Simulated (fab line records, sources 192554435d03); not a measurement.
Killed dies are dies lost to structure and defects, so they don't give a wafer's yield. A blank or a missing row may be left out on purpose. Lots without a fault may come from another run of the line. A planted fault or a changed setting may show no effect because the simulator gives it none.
Which tool did it? | flow n5_finfet | 11 lots, 33 wafers sampled, at 3 steps of a route of 1938

WHAT THE GAUGES READ, wafer by wafer
N5_BEOL_M14_OVL_MEAS_29.
lot  | measured     | on         | M14_OVL (nm)
L102 | day 12 06:27 | overlay-02 | 0 13 1
L103 | day 12 06:50 | overlay-01 | 3 5 9
L104 | day 12 23:09 | overlay-02 | -1 -5 -3
L106 | day 12 23:40 | overlay-01 | 3 7 5
L108 | day 13 22:55 | overlay-01 | 49 50 47
L111 | day 14 07:37 | overlay-01 | 47 44 47
L117 | day 15 18:23 | overlay-01 | 2 -1 -5
L120 | day 16 09:00 | overlay-01 | -6 2 0
L119 | day 16 12:28 | overlay-02 | 2 -4 2
L121 | day 16 12:44 | overlay-01 | 8 8 4
L122 | day 16 18:55 | overlay-02 | -2 -6 -2

WHICH TOOL RAN EACH LOT (tool, then ch and the chambers of the sampled wafers, then the start)
lot  | N5_BEOL_M14_STRIP_64                          | N5_BEOL_M14_EXPOSE_25
L102 | rie_diel-05 ch 1,2,3, day 12 06:15 or earlier | krf_scanner-01 ch 0, day 12 06:15
L103 | rie_diel-01 ch 0,2, day 12 06:38 or earlier   | krf_scanner-01 ch 0, day 12 06:38
L104 | rie_diel-02 ch 0,1,2, day 12 22:57 or earlier | krf_scanner-02 ch 0, day 12 22:57
L106 | rie_diel-01 ch 1,3, day 12 23:28 or earlier   | krf_scanner-02 ch 0, day 12 23:28
L108 | rie_diel-02 ch 0,1,3, day 13 22:43 or earlier | krf_scanner-02 ch 0, day 13 22:43
L111 | rie_diel-05 ch 2,3, day 14 07:25 or earlier   | krf_scanner-02 ch 0, day 14 07:25
L117 | rie_diel-05 ch 1,3, day 15 18:11 or earlier   | krf_scanner-01 ch 0, day 15 18:11
L120 | rie_diel-02 ch 0,1, day 16 08:49 or earlier   | krf_scanner-01 ch 0, day 16 08:49
L119 | rie_diel-01 ch 0,3, day 16 12:16 or earlier   | krf_scanner-01 ch 0, day 16 12:16
L121 | rie_diel-05 ch 1,2,3, day 16 12:32 or earlier | krf_scanner-01 ch 0, day 16 12:32
L122 | rie_diel-01 ch 0,3, day 16 18:43 or earlier   | krf_scanner-01 ch 0, day 16 18:43
- N5_BEOL_M14_STRIP_64: strips in O2.
- N5_BEOL_M14_EXPOSE_25: exposes mask M14, target cd 280 nm.

THE ANSWER, worked out from the rows above alone
Rule: what is usual is taken from the lots themselves. Put in order of their means at a reading, lots are off if they are a third of the lots or fewer, leave a main group of 4 or more, and stand apart from it by a gap of 3 or more times the standard deviation of the main group's means; of several such gaps the widest counts. A main group whose means are all the same, to the digits that the tables above print for the reading, isn't used. A lot without any number at a reading at which 4 lots or more have one is off too. The other lots that the step has rows for count as sound.
Off: L108, L111, at N5_BEOL_M14_OVL_MEAS_29 (M14_OVL). The main group: mean 1 nm, standard deviation 3.8.
A tool fits if, at a process step before that reading, it ran every lot that is off, and no sound lot after the first of them. The gauges at N5_BEOL_M14_OVL_MEAS_29 are tried like those tools. N5_BEOL_M14_STRIP_64 gives no start for some lots, so the hours and the order of its lots are those of N5_BEOL_M14_EXPOSE_25. One fits: krf_scanner-02 at N5_BEOL_M14_EXPOSE_25. Its last sound lot is L106 (day 12 23:28), its first lot that is off L108 (day 13 22:43): a fault that began between those two fits.

WHAT THE SIMULATOR HAD PUT IN
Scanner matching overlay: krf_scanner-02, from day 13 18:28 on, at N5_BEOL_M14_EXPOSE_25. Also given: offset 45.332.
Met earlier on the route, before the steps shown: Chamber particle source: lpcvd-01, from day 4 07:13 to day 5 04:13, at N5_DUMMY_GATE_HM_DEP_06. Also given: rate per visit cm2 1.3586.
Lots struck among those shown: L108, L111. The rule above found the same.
